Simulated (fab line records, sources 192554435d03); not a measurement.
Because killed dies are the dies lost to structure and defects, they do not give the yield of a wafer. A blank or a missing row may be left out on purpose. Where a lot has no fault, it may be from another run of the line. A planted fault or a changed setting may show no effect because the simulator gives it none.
Split-lot experiment	flow n5 finfet	route with 1938 steps; 7 lots, 39 wafers read

THE SPLIT ITSELF
At N5_DUMMY_GATE_EXPOSE_12 (exposes mask GATE, target cd 25 nm), the setting dose mj was moved away from the recipe's 34 on 15 of the 39 wafers read, by -4.6% to +7.8%. The other wafers ran this setting at the recipe's value.

FROM THE SPLIT TO THE READING: what the file shows between them, 12 steps
- N5_DUMMY_GATE_PEB_13: peb time 60 s
- N5_DUMMY_GATE_DEVELOP_14: develop time 30 s
- N5_DUMMY_GATE_CD_MEAS_15: target cd 25.8 nm
- N5_DUMMY_GATE_ETCH_37: etches SOC in N2/H2, target depth 60 nm, overetch 30 nm (also split here: source w)
- N5_DUMMY_GATE_STRIP_38: strips in N2/H2
- N5_DUMMY_GATE_STRIP_39: strips in N2/H2
- N5_DUMMY_GATE_TRIM_49: chemistry O2, time 29 s, target cd 14 nm
- N5_DUMMY_GATE_STRIP_40: strips in CF4
- N5_DUMMY_GATE_CD_MEAS_50: target cd 14 nm
- N5_DUMMY_GATE_ETCH_32: etches SiO2 in CF4, target depth 3.5 nm, time 3.9 s (also split here: time s)
- N5_DUMMY_GATE_ETCH_23: etches poly-Si in HBr/Cl2/O2, target depth 41 nm, time 22.3 s
- N5_DUMMY_GATE_ETCH_44: etches poly-Si in HBr/O2, stops on SiO2, target depth 127.5 nm

THE READING
cd nm, in nm, at N5_DUMMY_GATE_CD_MEAS_24 (target cd 15 nm). On this fab line, fault-free wafers typically give 15.0 nm with a standard deviation of 0.38 nm.

wafer	tool, chamber at the split	dose mj as run	against the recipe	cd nm, nm	against lot-mates on the recipe
L076.1	euv scanner-01, 0	36.6	+7.6%	13.8	-1.0
L076.2	euv scanner-01, 0	34	recipe	15.0	-
L076.3	euv scanner-01, 0	34	recipe	14.7	-
L076.4	euv scanner-01, 0	34	recipe	14.7	-
L076.5	euv scanner-01, 0	36.6	+7.6%	13.0	-1.8
L076.6	euv scanner-01, 0	36.6	+7.6%	13.4	-1.4
L077.1	euv scanner-01, 0	34	recipe	15.1	-
L077.2	euv scanner-01, 0	34	recipe	14.7	-
L077.3	euv scanner-01, 0	34	recipe	15.0	-
L077.4	euv scanner-01, 0	36.64	+7.8%	12.8	-2.1
L077.5	euv scanner-01, 0	36.64	+7.8%	13.4	-1.5
L077.6	euv scanner-01, 0	36.64	+7.8%	13.9	-1.0
L078.1	euv scanner-02, 0	34	recipe	15.1	-
L078.2	euv scanner-02, 0	34	recipe	14.6	-
L078.3	euv scanner-02, 0	34	recipe	15.5	-
L078.4	euv scanner-02, 0	34	recipe	14.8	-
L078.5	euv scanner-02, 0	34	recipe	15.1	-
L078.6	euv scanner-02, 0	34	recipe	14.7	-
L081.1	euv scanner-02, 0	34	recipe	15.3	-
L081.2	euv scanner-02, 0	34	recipe	14.8	-
L081.3	euv scanner-02, 0	34	recipe	15.7	-
L084.1	euv scanner-02, 0	32.45	-4.6%	16.4	+0.9
L084.2	euv scanner-02, 0	32.45	-4.6%	15.8	+0.3
L084.3	euv scanner-02, 0	32.45	-4.6%	16.3	+0.8
L084.4	euv scanner-02, 0	34	recipe	15.6	-
L084.5	euv scanner-02, 0	34	recipe	15.7	-
L084.6	euv scanner-02, 0	34	recipe	15.1	-
L087.1	euv scanner-02, 0	34	recipe	15.1	-
L087.2	euv scanner-02, 0	35.92	+5.6%	14.4	-0.8
L087.3	euv scanner-02, 0	35.92	+5.6%	14.8	-0.4
L087.4	euv scanner-02, 0	34	recipe	15.2	-
L087.5	euv scanner-02, 0	34	recipe	15.4	-
L087.6	euv scanner-02, 0	35.92	+5.6%	14.1	-1.1
L092.1	euv scanner-01, 0	35.65	+4.9%	14.5	-0.8
L092.2	euv scanner-01, 0	34	recipe	14.8	-
L092.3	euv scanner-01, 0	35.65	+4.9%	14.3	-1.0
L092.4	euv scanner-01, 0	34	recipe	15.8	-
L092.5	euv scanner-01, 0	34	recipe	15.4	-
L092.6	euv scanner-01, 0	35.65	+4.9%	14.4	-0.9

FIT RESULTS
A straight line over all 39 wafers: cd nm changes by -0.204 nm for each +1% of dose mj; r = -0.89; the points scatter about the line by 0.38 nm.
The same after taking each lot's own level away (the mean of its wafers on the recipe; 39 wafers): -0.178 nm for each +1%; r = -0.90; scatter 0.31 nm.
On that fit, the largest move of dose mj shifts the reading by 1.4 nm.
Measured against the standard deviation above, the lots' own levels, which go from 14.80 to 15.47 nm, span 1.8 times it.
In other words, the slope is changed by the lot-to-lot level; the two fits disagree.
Check: with one of the wafers moved furthest among these (+7.8%) left out of the fit, the line predicts -1.32 nm for it against its lot-mates. It came out at -2.13 nm against them.

OTHER SPLITS ON THESE WAFERS
Before the reading, these wafers also passed through other splits. Each is held against what the fit with the lots' levels taken away leaves over:
other split on the same wafers	wafers away from the commonest value	r with cd nm (lot level and that fit taken away)
N5_DUMMY_GATE_ETCH_37 source w	18	-0.38
N5_DUMMY_GATE_ETCH_32 time s	12	-0.12

THE WHOLE CHAIN: every reading that the file lists as answering this split, in the file's order
step	what it does	reading	change (the file's fit)	r (the file's)
N5_DUMMY_GATE_CD_MEAS_15	target cd 25.8 nm	cd nm	-0.159 nm for each +1% of the setting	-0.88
N5_DUMMY_GATE_TRIM_49	chemistry O2, time 29 s, target cd 14 nm	DUMMY_GATE.cd nm (the simulator's own value, which no gauge read)	-0.177 nm for each +1% of the setting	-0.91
N5_DUMMY_GATE_CD_MEAS_50	target cd 14 nm	cd nm	-0.178 nm for each +1% of the setting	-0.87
N5_DUMMY_GATE_CD_MEAS_24	target cd 15 nm	cd nm	-0.182 nm for each +1% of the setting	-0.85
N5_DUMMY_GATE_ETCH_42	etches SiO2 in CHF3/O2, target depth 3.5 nm, time 31 s	DUMMY_GATE.cd nm (the simulator's own value, which no gauge read)	-0.174 nm for each +1% of the setting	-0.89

FILE'S OWN FIT
cd nm changes by -0.182 nm for each +1% of dose mj, r = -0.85.
